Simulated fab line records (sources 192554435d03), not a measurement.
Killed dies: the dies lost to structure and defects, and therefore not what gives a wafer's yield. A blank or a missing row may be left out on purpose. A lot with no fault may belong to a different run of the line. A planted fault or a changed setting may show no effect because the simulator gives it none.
Chamber matching :: flow n5 finfet :: rie diel-06 running N5_BEOL_M11_STRIP_19: 4 sister chambers
The step strips in O2. 14 wafers are shown with their chamber, then 7 later ones without.

## WAFERS PAIRED WITH THEIR CHAMBERS
wafer: L074.3
chamber: 3
drypump motor current A (A): 5.78
throttle valve pct (%): 17.07
showerhead plenum p Torr (Torr): 2.09

wafer: L074.4
chamber: 1
drypump motor current A (A): 6.51
throttle valve pct (%): 16.33
showerhead plenum p Torr (Torr): 2.12

wafer: L074.5
chamber: 1
drypump motor current A (A): 6.48
throttle valve pct (%): 16.33
showerhead plenum p Torr (Torr): 2.12

wafer: L077.1
chamber: 0
drypump motor current A (A): 5.80
throttle valve pct (%): 16.90
showerhead plenum p Torr (Torr): 2.20

wafer: L077.2
chamber: 2
drypump motor current A (A): 6.02
throttle valve pct (%): 16.86
showerhead plenum p Torr (Torr): 2.09

wafer: L077.5
chamber: 3
drypump motor current A (A): 5.80
throttle valve pct (%): 17.07
showerhead plenum p Torr (Torr): 2.08

wafer: L078.1
chamber: 3
drypump motor current A (A): 5.78
throttle valve pct (%): 17.09
showerhead plenum p Torr (Torr): 2.08

wafer: L078.2
chamber: 2
drypump motor current A (A): 6.01
throttle valve pct (%): 16.86
showerhead plenum p Torr (Torr): 2.09

wafer: L078.6
chamber: 0
drypump motor current A (A): 5.77
throttle valve pct (%): 16.91
showerhead plenum p Torr (Torr): 2.20

wafer: L081.2
chamber: 2
drypump motor current A (A): 6.03
throttle valve pct (%): 16.91
showerhead plenum p Torr (Torr): 2.08

wafer: L081.4
chamber: 3
drypump motor current A (A): 5.78
throttle valve pct (%): 17.10
showerhead plenum p Torr (Torr): 2.08

wafer: L081.6
chamber: 3
drypump motor current A (A): 5.76
throttle valve pct (%): 17.12
showerhead plenum p Torr (Torr): 2.08

wafer: L087.1
chamber: 0
drypump motor current A (A): 5.80
throttle valve pct (%): 16.95
showerhead plenum p Torr (Torr): 2.19

wafer: L087.4
chamber: 1
drypump motor current A (A): 6.52
throttle valve pct (%): 16.36
showerhead plenum p Torr (Torr): 2.11

SIGNATURES (means of the wafers above)
reading: drypump motor current A
chamber 0: 5.7900
chamber 1: 6.5033
chamber 2: 6.0200
chamber 3: 5.7800
scatter within a chamber: 0.0157

reading: throttle valve pct
chamber 0: 16.9200
chamber 1: 16.3400
chamber 2: 16.8767
chamber 3: 17.0900
scatter within a chamber: 0.0234

reading: showerhead plenum p Torr
chamber 0: 2.1967
chamber 1: 2.1167
chamber 2: 2.0867
chamber 3: 2.0820
scatter within a chamber: 0.00529
Rule: for a wafer and a chamber, the distance is found by dividing, reading by reading, the gap between the wafer's reading and the chamber's mean by the reading's scatter, squaring, summing and taking the root. If the next closest chamber is less than 2 further off than the closest, the wafer can't be placed; otherwise it belongs to the closest. The scatter is the square root of a quotient: the sum, over the shown wafers, of each reading's squared deviation from its chamber's mean, divided by wafers minus chambers.

## WAFERS WITH NO CHAMBER GIVEN
wafer: L087.6
drypump motor current A (A): 5.77
throttle valve pct (%): 17.12
showerhead plenum p Torr (Torr): 2.08

wafer: L090.2
drypump motor current A (A): 6.47
throttle valve pct (%): 16.39
showerhead plenum p Torr (Torr): 2.11

wafer: L090.5
drypump motor current A (A): 6.03
throttle valve pct (%): 16.90
showerhead plenum p Torr (Torr): 2.08

wafer: L090.6
drypump motor current A (A): 6.48
throttle valve pct (%): 16.38
showerhead plenum p Torr (Torr): 2.11

wafer: L092.2
drypump motor current A (A): 5.80
throttle valve pct (%): 16.98
showerhead plenum p Torr (Torr): 2.19

wafer: L092.3
drypump motor current A (A): 6.05
throttle valve pct (%): 16.92
showerhead plenum p Torr (Torr): 2.08

wafer: L092.5
drypump motor current A (A): 6.04
throttle valve pct (%): 16.94
showerhead plenum p Torr (Torr): 2.08

## WHICH CHAMBER EACH WENT THROUGH
wafer: L087.6
from the rows above: 3
in truth: 3

wafer: L090.2
from the rows above: 1
in truth: 1

wafer: L090.5
from the rows above: 2
in truth: 2

wafer: L090.6
from the rows above: 1
in truth: 1

wafer: L092.2
from the rows above: 0
in truth: 0

wafer: L092.3
from the rows above: 2
in truth: 2

wafer: L092.5
from the rows above: 2
in truth: 2
Placed correctly: 7 of 7. Left unplaced by these rows: 0. Wrongly placed: 0.
